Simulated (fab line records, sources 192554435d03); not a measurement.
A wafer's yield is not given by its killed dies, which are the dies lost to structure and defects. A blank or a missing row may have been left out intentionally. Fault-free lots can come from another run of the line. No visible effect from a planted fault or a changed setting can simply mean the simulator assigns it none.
Which of the tools did it? | flow n5Finfet | 6 lots with 18 wafers sampled at 3 steps, on a route of 1938 steps

== WHAT THE GAUGES SHOWED, per wafer ==
N5_PASSIVATION_CD_MEAS_44: target cd 40000 nm.
lot  | measured     | on       | cdNm (nm)
L160 | day 14 02:38 | cdSem-01 | 40002 40000 40004
L166 | day 15 13:49 | cdSem-03 | 40006 40007 40006
L169 | day 16 20:02 | cdSem-03 | 39994 39994 39994
L175 | day 19 16:56 | cdSem-03 | 39994 39994 39997
L178 | day 18 00:43 | cdSem-03 | 39997 40000 40005
L182 | day 20 17:26 | cdSem-03 | 39999 40001 39997

== WHICH TOOL RAN EACH LOT (tool, then ch and the chambers of the sampled wafers, then the start) ==
lot  | N5_HKMG_FIN_ALD_21                | N5_PASSIVATION_SPUTTER_20
L160 | aldMetal-03 ch 1,2, day 4 13:36   | pvdSputter-03, day 14 00:02
L166 | aldMetal-02 ch 0,1, day 6 01:59   | pvdSputter-02, day 15 11:21
L169 | aldMetal-03 ch 0,2,3, day 6 22:13 | pvdSputter-02, day 16 17:40
L175 | aldMetal-03 ch 0,1,2, day 8 08:36 | pvdSputter-01, day 19 14:26
L178 | aldMetal-02 ch 0,1,3, day 9 03:00 | pvdSputter-03, day 17 21:57
L182 | aldMetal-01 ch 0,1, day 10 06:13  | pvdSputter-01, day 20 14:41
- N5_HKMG_FIN_ALD_21: deposits TiN, target thk 1.5 nm, pulse time 1 s, purge time 3 s.
- N5_PASSIVATION_SPUTTER_20: material TaN, target thk 50 nm.

== THE ANSWER, worked out from the rows above alone ==
Rule: the lots themselves supply what counts as usual. The widest of any qualifying gaps counts: lots, ordered by their means at a reading, are off when they make up no more than a third of the lots, leave a main group of 4 or more, and stand apart from it by 3 or more times the standard deviation of that group's means. A main group is skipped when, at the precision printed for the reading in the tables above, its means are all equal. A lot without any number at a reading at which 4 lots or more have one is off too. Any other lot the step has rows for is counted as sound.
None of the lots is off at any reading shown; this tells nothing.

== WHAT THE SIMULATOR HAD PUT IN ==
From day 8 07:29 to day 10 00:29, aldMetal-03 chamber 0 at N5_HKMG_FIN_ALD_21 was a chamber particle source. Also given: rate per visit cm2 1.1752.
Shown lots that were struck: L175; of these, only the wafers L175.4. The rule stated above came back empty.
